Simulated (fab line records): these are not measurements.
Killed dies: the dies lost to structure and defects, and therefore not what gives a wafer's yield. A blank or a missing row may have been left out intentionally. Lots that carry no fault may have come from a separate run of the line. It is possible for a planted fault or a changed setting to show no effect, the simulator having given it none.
Matching of chambers || flow nandHarc || rieDiel-03 running NHARC_A_CHANNEL_HOLE_D1_ETCH_44: 3 sister chambers
The step etches the open film in CF4/O2, target depth 140 nm, overetch 14 nm, time 77 s. 6 wafers are shown with their chamber, then 7 later ones without.

## EACH WAFER AND ITS CHAMBER
{"wafer": "L262.1", "chamber": 2, "drypumpMotorCurrentA (A)": 6.4, "showerheadPlenumPTorr (Torr)": 1.28}
{"wafer": "L262.2", "chamber": 0, "drypumpMotorCurrentA (A)": 5.4, "showerheadPlenumPTorr (Torr)": 1.37}
{"wafer": "L266.5", "chamber": 1, "drypumpMotorCurrentA (A)": 6.1, "showerheadPlenumPTorr (Torr)": 1.30}
{"wafer": "L266.6", "chamber": 2, "drypumpMotorCurrentA (A)": 6.3, "showerheadPlenumPTorr (Torr)": 1.28}
{"wafer": "L268.1", "chamber": 1, "drypumpMotorCurrentA (A)": 6.1, "showerheadPlenumPTorr (Torr)": 1.30}
{"wafer": "L268.2", "chamber": 0, "drypumpMotorCurrentA (A)": 5.4, "showerheadPlenumPTorr (Torr)": 1.36}

## WAFERS WITHOUT THEIR CHAMBER
{"wafer": "L268.4", "drypumpMotorCurrentA (A)": 6.3, "showerheadPlenumPTorr (Torr)": 1.28}
{"wafer": "L270.1", "drypumpMotorCurrentA (A)": 5.4, "showerheadPlenumPTorr (Torr)": 1.36}
{"wafer": "L270.2", "drypumpMotorCurrentA (A)": 6.4, "showerheadPlenumPTorr (Torr)": 1.28}
{"wafer": "L270.4", "drypumpMotorCurrentA (A)": 6.1, "showerheadPlenumPTorr (Torr)": 1.30}
{"wafer": "L269.2", "drypumpMotorCurrentA (A)": 6.1, "showerheadPlenumPTorr (Torr)": 1.30}
{"wafer": "L269.5", "drypumpMotorCurrentA (A)": 6.1, "showerheadPlenumPTorr (Torr)": 1.30}
{"wafer": "L269.6", "drypumpMotorCurrentA (A)": 6.4, "showerheadPlenumPTorr (Torr)": 1.28}

## WHICH CHAMBER EACH ONE RAN IN
{"wafer": "L268.4", "from the rows above": 2, "in truth": 2}
{"wafer": "L270.1", "from the rows above": 0, "in truth": 0}
{"wafer": "L270.2", "from the rows above": 2, "in truth": 2}
{"wafer": "L270.4", "from the rows above": 1, "in truth": 1}
{"wafer": "L269.2", "from the rows above": 1, "in truth": 1}
{"wafer": "L269.5", "from the rows above": 1, "in truth": 1}
{"wafer": "L269.6", "from the rows above": 2, "in truth": 2}
7 of 7 placed correctly. Left unplaced by these rows: 0. Placed wrongly: 0.
How it was worked out, from the rows above alone: a wafer's distance from a chamber is the root of the sum, over the readings, of the square of ((its reading less the chamber's mean) divided by the reading's scatter). If the next closest chamber is less than 2 further off than the closest, the wafer can't be placed; otherwise it belongs to the closest. The mean given for a chamber averages the wafers shown for that chamber. The scatter: the root of (the sum of the squares of (reading less its chamber's mean) over the shown wafers, divided by (wafers less chambers)).
